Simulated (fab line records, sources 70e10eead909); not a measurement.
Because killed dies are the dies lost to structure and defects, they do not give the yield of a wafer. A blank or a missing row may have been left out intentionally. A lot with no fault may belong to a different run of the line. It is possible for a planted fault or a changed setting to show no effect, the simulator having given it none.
Chamber matching    flow nandHarc    NHARC_A_STAIRCASE_DESCUM_312 on rieDiel-10: 4 sister chambers
The step chemistry O2, time 3 s. 22 wafers are shown with their chamber, then 11 later ones without.

== WAFERS PAIRED WITH THEIR CHAMBERS ==
wafer   chamber  drypumpMotorCurrentA (A)  showerheadPlenumPTorr (Torr)  oesProductAu (a.u.)
L075.1  1        5.53                      1.92                          0.995
L075.2  2        5.31                      1.76                          1.005
L075.5  0        5.57                      1.90                          0.991
L076.1  0        5.58                      1.90                          1.001
L076.3  1        5.55                      1.92                          1.003
L076.4  3        6.04                      1.84                          1.012
L078.1  2        5.33                      2.08                          1.023
L078.2  1        5.51                      1.92                          0.993
L078.5  1        5.48                      1.92                          0.996
L079.2  2        5.29                      2.08                          1.018
L079.5  2        5.32                      2.08                          1.013
L079.6  1        5.54                      1.92                          0.997
L083.2  1        5.49                      1.91                          0.996
L083.5  2        5.30                      2.07                          0.999
L083.6  1        5.53                      1.91                          0.994
L089.1  2        5.28                      2.07                          0.996
L089.2  3        6.04                      1.82                          1.005
L089.3  0        5.61                      1.88                          1.019
L089.4  1        5.50                      1.91                          1.000
L089.5  0        5.58                      1.89                          1.000
L089.6  1        5.52                      1.91                          1.000
L087.1  2        5.33                      2.06                          0.990

SIGNATURES (means of the wafers above)
reading                chamber 0  chamber 1  chamber 2  chamber 3  scatter within a chamber
drypumpMotorCurrentA   5.5850     5.5167     5.3086     6.0400     0.0205
showerheadPlenumPTorr  1.8925     1.9156     2.0286     1.8300     0.0688
oesProductAu           1.00275    0.99711    1.00629    1.00850    0.00885
Rule: a wafer lies at a distance from a chamber equal to the root of the sum of squares, over the readings, of (its reading less the chamber's mean, divided by the reading's scatter). The wafer belongs to the nearest chamber; if the next one is less than 2 further off, it can't be placed. How the scatter is found: for the shown wafers, subtract from each reading the mean of its chamber, square and add these, divide the total by (wafers less chambers), then take the root.

== WAFERS MISSING THEIR CHAMBER ==
wafer   drypumpMotorCurrentA (A)  showerheadPlenumPTorr (Torr)  oesProductAu (a.u.)
L087.3  5.51                      1.91                          0.995
L087.5  5.27                      2.06                          1.005
L091.1  5.54                      1.90                          1.004
L091.3  6.03                      1.82                          1.022
L091.6  5.53                      1.90                          1.012
L090.1  5.58                      1.88                          1.001
L090.3  6.03                      1.82                          1.007
L090.5  5.32                      2.06                          1.010
L093.1  5.51                      1.90                          1.017
L093.4  6.03                      1.82                          1.009
L093.6  5.29                      2.06                          0.998

== CHAMBER TAKEN BY EACH ==
wafer   from the rows above      in truth
L087.3  1                        1
L087.5  2                        2
L091.1  can't be placed: 1 or 0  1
L091.3  3                        3
L091.6  can't be placed: 1 or 0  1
L090.1  0                        0
L090.3  3                        3
L090.5  2                        2
L093.1  can't be placed: 1 or 0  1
L093.4  3                        3
L093.6  2                        2
Correct placement for 8 of the 11. These rows do not allow placing 3 (true chamber among the candidates in 3). 0 placed wrongly.
